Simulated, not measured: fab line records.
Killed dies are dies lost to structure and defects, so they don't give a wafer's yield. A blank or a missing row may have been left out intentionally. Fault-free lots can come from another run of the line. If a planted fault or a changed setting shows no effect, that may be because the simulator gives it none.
Split-lot study + flow n5-finfet + 39 wafers read across 7 lots, on a route 1938 steps long

## SPLIT DETAILS
At N5_FIN_SAQP_HM_DEP_03 (deposits SiNx from SiH4/NH3/N2, target thk 38 nm, time 33.6 s), the setting target-thk-a was moved away from the recipe's 380 angstrom on 12 of the 39 wafers read, by +16.9% to +45.8%. All remaining wafers had this setting at the recipe value.

## FROM THE SPLIT TO THE READING: what the file shows between them, 5 steps
- N5_FIN_SAQP_THK_MEAS_05
- N5_FIN_SAQP_ETCH_65: etches SiO2 in CF4, target depth 4 nm, time 4.4 s (also split here: time-s)
- N5_FIN_SAQP_MANDREL_ETCH_58: etches a-Si in HBr/Cl2, stops on SiNx, target depth 45 nm, bt time 10 s, time 27 s
- N5_FIN_SAQP_RECESS_63: chemistry HF/NH3, target SiO2, target depth 18 nm, afs cycles 3, sublimation time 60 s
- N5_FIN_SAQP_MANDREL2_REMOVE_60: chemistry HBr/Cl2/O2, target a-Si, stops on SiNx, bt time 10 s

## THE READING
etch.depth-nm (the simulator's own value, which no gauge read), in nm, at N5_FIN_SAQP_HM_OPEN_33 (chemistry CH3F/O2, target SiNx, target depth 49.4 nm, time 70.6 s). No usual value for it is given in the file. Across the 27 wafers here that went through the recipe, the average is 37.05 nm and the standard deviation 0.48 nm.

| wafer  | tool, chamber at the split | target-thk-a as run, angstrom | against the recipe | etch.depth-nm, nm | against lot-mates on the recipe |
|--------|----------------------------|-------------------------------|--------------------|-------------------|---------------------------------|
| L082.1 | pecvd-01, 0                | 444.4                         | +16.9%             | 43.02             | +5.59                           |
| L082.2 | pecvd-01, 1                | 380                           | recipe             | 37.13             | -                               |
| L082.3 | pecvd-01, 2                | 444.4                         | +16.9%             | 43.27             | +5.84                           |
| L082.4 | pecvd-01, 0                | 444.4                         | +16.9%             | 44.1              | +6.67                           |
| L082.5 | pecvd-01, 1                | 380                           | recipe             | 37.25             | -                               |
| L082.6 | pecvd-01, 2                | 380                           | recipe             | 37.9              | -                               |
| L085.1 | pecvd-01, 1                | 380                           | recipe             | 36.82             | -                               |
| L085.2 | pecvd-01, 0                | 380                           | recipe             | 37.63             | -                               |
| L085.3 | pecvd-01, 2                | 460.6                         | +21.2%             | 44.84             | +7.74                           |
| L085.4 | pecvd-01, 2                | 460.6                         | +21.2%             | 45.31             | +8.21                           |
| L085.5 | pecvd-01, 1                | 460.6                         | +21.2%             | 45.2              | +8.10                           |
| L085.6 | pecvd-01, 0                | 380                           | recipe             | 36.86             | -                               |
| L089.1 | pecvd-03, 0                | 380                           | recipe             | 36.85             | -                               |
| L089.2 | pecvd-03, 1                | 380                           | recipe             | 36.89             | -                               |
| L089.3 | pecvd-03, 2                | 380                           | recipe             | 37.24             | -                               |
| L089.4 | pecvd-03, 0                | 548.1                         | +44.2%             | 53.95             | +16.96                          |
| L089.5 | pecvd-03, 1                | 548.1                         | +44.2%             | 54.49             | +17.50                          |
| L089.6 | pecvd-03, 2                | 548.1                         | +44.2%             | 54.41             | +17.42                          |
| L090.1 | pecvd-01, 1                | 380                           | recipe             | 36.43             | -                               |
| L090.2 | pecvd-01, 2                | 380                           | recipe             | 37.1              | -                               |
| L090.3 | pecvd-01, 0                | 380                           | recipe             | 36.85             | -                               |
| L090.4 | pecvd-01, 0                | 380                           | recipe             | 37.6              | -                               |
| L090.5 | pecvd-01, 1                | 380                           | recipe             | 37.16             | -                               |
| L090.6 | pecvd-01, 2                | 380                           | recipe             | 37.77             | -                               |
| L091.1 | pecvd-01, 2                | 380                           | recipe             | 36.73             | -                               |
| L091.2 | pecvd-01, 1                | 380                           | recipe             | 36.05             | -                               |
| L091.3 | pecvd-01, 0                | 380                           | recipe             | 37.01             | -                               |
| L091.4 | pecvd-01, 1                | 380                           | recipe             | 37.31             | -                               |
| L091.5 | pecvd-01, 0                | 380                           | recipe             | 37.85             | -                               |
| L091.6 | pecvd-01, 2                | 380                           | recipe             | 37.41             | -                               |
| L093.2 | pecvd-03, 1                | 380                           | recipe             | 36.68             | -                               |
| L093.3 | pecvd-03, 0                | 380                           | recipe             | 36.86             | -                               |
| L093.6 | pecvd-03, 0                | 380                           | recipe             | 37.42             | -                               |
| L094.1 | pecvd-01, 1                | 554.2                         | +45.8%             | 53.44             | +16.94                          |
| L094.2 | pecvd-01, 1                | 554.2                         | +45.8%             | 53.89             | +17.39                          |
| L094.3 | pecvd-01, 1                | 380                           | recipe             | 36.93             | -                               |
| L094.4 | pecvd-01, 1                | 554.2                         | +45.8%             | 53.93             | +17.43                          |
| L094.5 | pecvd-01, 1                | 380                           | recipe             | 36.61             | -                               |
| L094.6 | pecvd-01, 1                | 380                           | recipe             | 35.97             | -                               |

THE FIT
A straight line over all 39 wafers: etch.depth-nm changes by +0.377 nm for each +1% of target-thk-a; r = +1.00; the points scatter about the line by 0.5 nm.
The same after taking each lot's own level away (the mean of its wafers on the recipe; 39 wafers): +0.382 nm for each +1%; r = +1.00; scatter 0.44 nm.
According to that fit, moving target-thk-a by its largest amount changes the reading by 18 nm.
The span of the lots' own levels, 36.503 to 37.427 nm, comes to 1.9 times the standard deviation stated above.
Hence the lot-to-lot level has little effect on the slope; both slopes agree.
Check: for one of the wafers moved furthest among these (+45.8%), held out of the fit, the line's prediction against its lot-mates is +17.6 nm. It came out at +16.9 nm against them.

## ADDITIONAL SPLITS CARRIED BY THESE WAFERS
Note: prior to the reading, these wafers also went through further splits. Each is held against what the fit with the lots' levels taken away leaves over:
| other split on the same wafers | wafers away from the commonest value | r with etch.depth-nm (lot level and that fit taken away) |
|--------------------------------|--------------------------------------|----------------------------------------------------------|
| N5_FIN_SAQP_ETCH_65 time-s     | 15                                   | -0.10                                                    |

## THE WHOLE CHAIN: every reading that the file lists as answering this split, in the file's order
| step                    | what it does                                                      | reading                                                                            | change (the file's fit)               | r (the file's) |
|-------------------------|-------------------------------------------------------------------|------------------------------------------------------------------------------------|---------------------------------------|----------------|
| N5_FIN_SAQP_HM_DEP_03   | deposits SiNx from SiH4/NH3/N2, target thk 38 nm, time 33.6 s     | SiNx_of_FIN_SAQP_HM_DEP_03.thk-nm (the simulator's own value, which no gauge read) | +0.382 nm for each +1% of the setting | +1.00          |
| N5_FIN_SAQP_THK_MEAS_05 |                                                                   | thk-nm                                                                             | withheld for each +1% of the setting  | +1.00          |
| N5_FIN_SAQP_HM_OPEN_33  | chemistry CH3F/O2, target SiNx, target depth 49.4 nm, time 70.6 s | etch-rf-on-time-s                                                                  | withheld for each +1% of the setting  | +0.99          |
| N5_FIN_SAQP_HM_OPEN_33  | chemistry CH3F/O2, target SiNx, target depth 49.4 nm, time 70.6 s | etch.depth-nm (the simulator's own value, which no gauge read)                     | +0.381 nm for each +1% of the setting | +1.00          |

## FILE'S OWN FIT
etch.depth-nm changes by +0.381 nm for each +1% of target-thk-a, r = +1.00.
